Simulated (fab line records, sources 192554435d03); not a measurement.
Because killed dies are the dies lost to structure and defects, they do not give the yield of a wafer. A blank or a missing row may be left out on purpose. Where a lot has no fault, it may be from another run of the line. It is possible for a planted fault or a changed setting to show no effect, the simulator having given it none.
Code-filled problem report in 8D (eight disciplines) form :: flow n5 finfet :: the parts of the form that need people (team, actions taken, sign-off) are left out

1. WHAT WENT WRONG
Mean of spin speed rpm at N5_BEOL_M12_COAT_04: 1862.3 rpm across 6 wafers in 2 lots; on wafers with no fault it is 1625.2 rpm (standard deviation 1.1). That is +99 or more standard deviations from the usual mean.
The step: resist thk 400 nm.
Seen first at day 11 21:35 on litho track-05, wafer L556.2. Wafers with a number at this step in the record: 29, from 10 lots. By rule, "out" or "out of limits" means more than 4 standard deviations away from the usual mean. Any other wafer with a number is counted as sound.

2. WHAT IT IS AND WHAT IT IS NOT
question: which readings at this step
is: spin speed rpm
is not: dispense pressure kPa

question: which lots
is: L556, L559
is not: L553, L557, L565, L566, L570, L572, L574, L575

question: which wafers of those lots
is: all that have a number
is not: -

question: read on which tools
is: litho track-05
is not: litho track-01, litho track-03

question: when
is: from day 11 21:35
is not: up to then (3 sound wafers); but 20 sound wafers of L557, L565, L566, L570, L572, L574, L575 came after

3. THE SUSPECTS, EACH WITH WHAT RULES IT OUT
Counting: a tool at any process step up to the reading remains a suspect when it ran all the lots that are out and ran no sound lot after the first of those.
- litho track-05 at N5_BEOL_M12_COAT_04 (resist thk 400 nm): ruled out as a lasting fault. Following L556 (day 11 21:35), the first lot on it that is out, the sound lots L570, L572, L575, L574 were run on it.
Left after counting: nothing in the record.

4. THE CAUSE (what the simulator had put in)
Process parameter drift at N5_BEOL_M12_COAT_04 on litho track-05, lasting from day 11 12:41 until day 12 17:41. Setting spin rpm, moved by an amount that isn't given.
Counting ruled it out, wrongly.

5. THE CHAIN OF EFFECTS, in route order
Each row: a reading where the mean over the struck wafers with a number is more than 3 standard deviations away from the usual. Scope: only readings with a usual standard deviation given in the record; hours: median across lots of the time from each lot's start at the first step in this table that gives one to its start at this step; sigmas: change in usual standard deviations.
hours: 0
step: N5_BEOL_M12_COAT_04
reading: spin speed rpm
usual: 1625.2 rpm
on struck wafers: 1862.3
change: +237.1
sigmas: +99 or more

hours: 1
step: N5_BEOL_M12_STRIP_63
reading: strip time to endpoint s
usual: 43.0 s
on struck wafers: 35.5
change: -7.5
sigmas: -7.5
The process steps in it:
- N5_BEOL_M12_COAT_04: resist thk 400 nm.
- N5_BEOL_M12_STRIP_63: strips in N2/H2.
Later steps that measure or inspect, where all struck wafers having a row at the step show a number for every such reading and not one has moved that far: N5_BEOL_M12_OVL_MEAS_11.

6. WHAT WOULD HAVE CAUGHT IT SOONER
9 hours passed between the start of the fault at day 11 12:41 and the first reading out of limits in this record, taken at day 11 21:35.
